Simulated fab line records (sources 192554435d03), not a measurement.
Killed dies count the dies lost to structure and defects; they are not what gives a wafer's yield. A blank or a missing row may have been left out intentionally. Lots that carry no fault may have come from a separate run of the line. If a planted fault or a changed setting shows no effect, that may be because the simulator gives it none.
A lot that was struck, set against a sound lot + flow n5 finfet + 41 steps out of a route of 1938
Sound: the wafers L153.2, L153.3, L153.6. Struck: wafers L146.2, L146.3, L146.4. The cause comes at the end.
Each step with rows lists, per side, the tool, then ch with its chambers, then its first start. Under that, the readings that differ: sound wafers + struck wafers + difference of the means + sigmas: that difference in standard deviations of wafers without a fault.
alike: same words and numbers on both sides, and readings whose means sit less than 2 such deviations apart. not compared: any withheld reading, any reading some wafer has no value for, any bound like >300 that may hide the same value, and any number with overlapping values for which the record gives no deviation.
The two part at a step that has a row with sigmas, a row that says differs or no value, or rows on one side only. Numbers that have no deviation but don't overlap get no sigmas and don't part them. A reading that every wafer of one side lacks parts them only if that side has two wafers or more.

first, 10 steps without rows for these wafers: N5_PMOS_HMC_CHANNEL_EPI_PRECLEAN_37 (cleans in O3/DIW, time 45 s); N5_PMOS_HMC_CHANNEL_EPI_PRECLEAN_24 (cleans in DHF, time 30 s); N5_PMOS_HMC_CHANNEL_EPI_SRD_25 (time 30 s); N5_PMOS_HMC_CHANNEL_EPI_EPI_26 (deposits Si from SiH4/H2, target thk 3.8 nm, time 22.7 s); N5_FIN_SAQP_PRECLEAN_42 (cleans in O3/DIW, time 60 s); N5_FIN_SAQP_PRECLEAN_00 (cleans in SC1, time 60 s); N5_FIN_SAQP_PRECLEAN_44 (cleans in SC2, time 45 s); N5_FIN_SAQP_SRD_01 (time 30 s); N5_FIN_SAQP_ALD_61 (deposits SiO2, target thk 4 nm, pulse time 1 s, purge time 2 s); N5_FIN_SAQP_DENSIFY_62 (time 60 s).
N5_FIN_SAQP_HM_DEP_03: deposits SiNx from SiH4/NH3/N2, target thk 38 nm, time 33.6 s.
  sound on pecvd-02 ch 0,1,2, day 7 09:07; struck on pecvd-03 ch 0,2, day 5 15:53
  alike: heater power w, showerhead plenum p Torr, throttle valve pct
then, 12 steps without rows for these wafers: N5_FIN_SAQP_PECVD_47 (deposits a-Si from SiH4/He, target thk 45 nm, time 36.3 s); N5_FIN_SAQP_PECVD_48 (deposits SiNx from SiH4/NH3/N2, target thk 25 nm, time 22.1 s); N5_FIN_SAQP_PECVD_06 (deposits a-Si from SiH4/He, target thk 60 nm, time 48.1 s); N5_FIN_SAQP_HM_DEP_72 (deposits SiO2 from SiH4/N2O, target thk 12 nm, time 7.2 s); N5_FIN_SAQP_COAT_49 (time 60 s, resist thk 100 nm); N5_FIN_SAQP_COAT_50 (time 60 s, resist thk 35 nm); N5_FIN_SAQP_COAT_10 (resist thk 90 nm); N5_FIN_SAQP_EBR_12; N5_FIN_SAQP_SOFTBAKE_11 (time 60 s); N5_FIN_SAQP_EXPOSE_13 (exposes mask FIN CORE, target cd 35.6 nm); N5_FIN_SAQP_PEB_14 (peb time 60 s); N5_FIN_SAQP_DEVELOP_15 (develop time 30 s).
N5_FIN_SAQP_INSPECT_18: inspects for defects (brightfield).
  struck on defect inspect-02, day 5 16:38; sound on defect inspect-01, day 7 09:58
| reading          | sound       | struck         | difference | sigmas |
|------------------|-------------|----------------|------------|--------|
| raw defect count | 349 357 418 | 1112 1046 1021 | +685       | +6     |
then, 12 steps without rows for these wafers: N5_FIN_SAQP_DESCUM_21 (chemistry O2, time 7.9 s); N5_FIN_SAQP_ETCH_51 (etches SiARC in CF4, target depth 45.5 nm, time 75.8 s); N5_FIN_SAQP_ETCH_52 (etches SOC in N2/H2, target depth 100 nm, overetch 20 nm, time 150 s); N5_FIN_SAQP_STRIP_53 (strips in N2/H2); N5_FIN_SAQP_HM_OPEN_73 (chemistry CHF3/O2, target SiO2, stops on a-Si, target depth 12 nm, time 16.8 s); N5_FIN_SAQP_STRIP_74 (strips in CHF3/O2); N5_FIN_SAQP_MANDREL_ETCH_22 (etches a-Si in HBr/Cl2, stops on SiNx, target depth 60 nm, bt time 10 s, time 30 s); N5_FIN_SAQP_STRIP_55 (strips in N2/H2); N5_FIN_SAQP_STRIP_23 (strips in SPM, time 750 s); N5_FIN_SAQP_SRD_66 (time 30 s); N5_FIN_SAQP_RECESS_75 (chemistry HF/NH3, target SiO2, target depth 14.4 nm, afs cycles 3, sublimation time 60 s); N5_FIN_SAQP_SPACER1_ALD_24 (deposits SiO2, target thk 20.3 nm, pulse time 1 s, purge time 2 s).
N5_FIN_SAQP_INSPECT_40: inspects for defects (brightfield).
  struck on defect inspect-01, day 5 21:03; sound on defect inspect-01, day 7 17:31
| reading          | sound       | struck      | difference | sigmas |
|------------------|-------------|-------------|------------|--------|
| raw defect count | 237 247 290 | 956 922 879 | +661       | +12    |
N5_FIN_CUT_INSPECT_10: inspects for defects (brightfield).
  struck on defect inspect-02, day 5 21:28; sound on defect inspect-01, day 7 18:01
| reading          | sound    | struck      | difference | sigmas |
|------------------|----------|-------------|------------|--------|
| raw defect count | 36 39 34 | 757 698 711 | +686       | +69    |
N5_FIN_CUT_INSPECT_17: inspects for defects (brightfield).
  struck on defect inspect-01, day 5 22:25; sound on defect inspect-01, day 7 19:20
| reading          | sound       | struck      | difference | sigmas |
|------------------|-------------|-------------|------------|--------|
| raw defect count | 244 252 258 | 951 899 866 | +654       | +12    |
-- a jump in the record: the struck wafers' starts before and after are 6 days apart (it breaks off in module FIN_CUT and resumes in module BEOL_M4, where the first step shown is number 1111 of the route) --
N5_BEOL_M4_RC_MEAS_101:
  sound on prober-01 ch 0, day 13 20:19; struck on prober-01 ch 0, day 11 16:14
  alike: DIBL_N, DIBL_P, IOFF_N, IOFF_P, ION_N, ION_P, SS_N, SS_P, VT_N, VT_P
-- record jumps: 4 days separate the struck wafers' starts on either side; left off in module BEOL_M4, taken up again in module PASSIVATION, whose first shown step is the route's number 1936 --
N5_PASSIVATION_PROBE_49:
  record: rows for the struck wafers here (prober-01, day 15 20:28), none for the sound ones

WHERE THEY PART
Last at N5_PASSIVATION_PROBE_49 as far as this record goes, first at N5_FIN_SAQP_INSPECT_18.

WHY: the cause the simulator had injected
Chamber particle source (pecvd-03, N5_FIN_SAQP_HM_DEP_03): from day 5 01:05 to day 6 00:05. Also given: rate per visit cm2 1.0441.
